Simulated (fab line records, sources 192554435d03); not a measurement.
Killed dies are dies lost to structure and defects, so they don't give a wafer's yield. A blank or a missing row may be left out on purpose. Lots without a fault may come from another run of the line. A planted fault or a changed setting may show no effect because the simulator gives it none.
Chamber matching | flow n5_finfet | N5_BEOL_M0_SAQP_SPACER1_ALD_98 on ald_sin-03: 4 sister chambers
The step deposits SiO2, target thk 12.8 nm, pulse time 1 s, purge time 2 s. 22 wafers are shown with their chamber, then 11 later ones without.

WAFERS WITH THEIR CHAMBER
wafer  | chamber | heater_power_outer_w (W) | heater_power_w (W) | precursor_pulse_height_rel
L075.2 | 1       | 220                      | 408                | 1.022
L075.4 | 3       | 218                      | 388                | 0.988
L075.6 | 2       | 317                      | 568                | 0.984
L076.1 | 0       | 284                      | 530                | 0.964
L076.4 | 3       | 218                      | 379                | 0.988
L076.5 | 0       | 288                      | 542                | 1.003
L079.1 | 1       | 223                      | 419                | 0.965
L079.2 | 3       | 214                      | 385                | 1.014
L079.3 | 2       | 316                      | 565                | 0.996
L080.1 | 1       | 223                      | 424                | 1.007
L080.3 | 3       | 218                      | 375                | 0.991
L080.6 | 3       | 214                      | 379                | 0.994
L081.1 | 1       | 227                      | 424                | 0.984
L081.2 | 0       | 284                      | 535                | 1.001
L081.5 | 3       | 221                      | 393                | 1.012
L082.3 | 3       | 223                      | 380                | 0.984
L082.4 | 2       | 325                      | 579                | 1.010
L082.6 | 2       | 322                      | 573                | 0.984
L085.1 | 2       | 324                      | 563                | 1.011
L085.2 | 1       | 221                      | 422                | 0.997
L085.5 | 2       | 324                      | 557                | 1.032
L087.1 | 2       | 310                      | 575                | 1.007

SIGNATURES (means of the wafers above)
reading                    | chamber 0 | chamber 1 | chamber 2 | chamber 3 | scatter within a chamber
heater_power_outer_w       | 285.33    | 222.80    | 319.71    | 218.00    | 4.02
heater_power_w             | 535.67    | 419.40    | 568.57    | 382.71    | 6.8
precursor_pulse_height_rel | 0.98933   | 0.99500   | 1.00343   | 0.99586   | 0.0175
Rule: a wafer's distance from a chamber is the root of the sum, over the readings, of the square of ((its reading less the chamber's mean) divided by the reading's scatter). The wafer belongs to the nearest chamber; if the next one is less than 2 further off, it can't be placed. The scatter: the root of (the sum of the squares of (reading less its chamber's mean) over the shown wafers, divided by (wafers less chambers)).

WAFERS WITHOUT THEIR CHAMBER
wafer  | heater_power_outer_w (W) | heater_power_w (W) | precursor_pulse_height_rel
L087.4 | 226                      | 417                | 1.013
L087.5 | 287                      | 533                | 1.033
L088.2 | 325                      | 576                | 0.981
L088.4 | 220                      | 380                | 0.993
L088.5 | 220                      | 369                | 1.006
L095.3 | 316                      | 570                | 1.021
L095.5 | 216                      | 390                | 0.994
L095.6 | 295                      | 528                | 0.980
L096.1 | 322                      | 571                | 1.018
L096.4 | 217                      | 393                | 0.985
L096.5 | 219                      | 421                | 1.013

WHICH CHAMBER EACH WENT THROUGH
wafer  | from the rows above | in truth
L087.4 | 1                   | 1
L087.5 | 0                   | 0
L088.2 | 2                   | 2
L088.4 | 3                   | 3
L088.5 | 3                   | 3
L095.3 | 2                   | 2
L095.5 | 3                   | 3
L095.6 | 0                   | 0
L096.1 | 2                   | 2
L096.4 | 3                   | 3
L096.5 | 1                   | 1
Placed correctly: 11 of 11. Can't be placed from these rows: 0. Placed wrongly: 0.
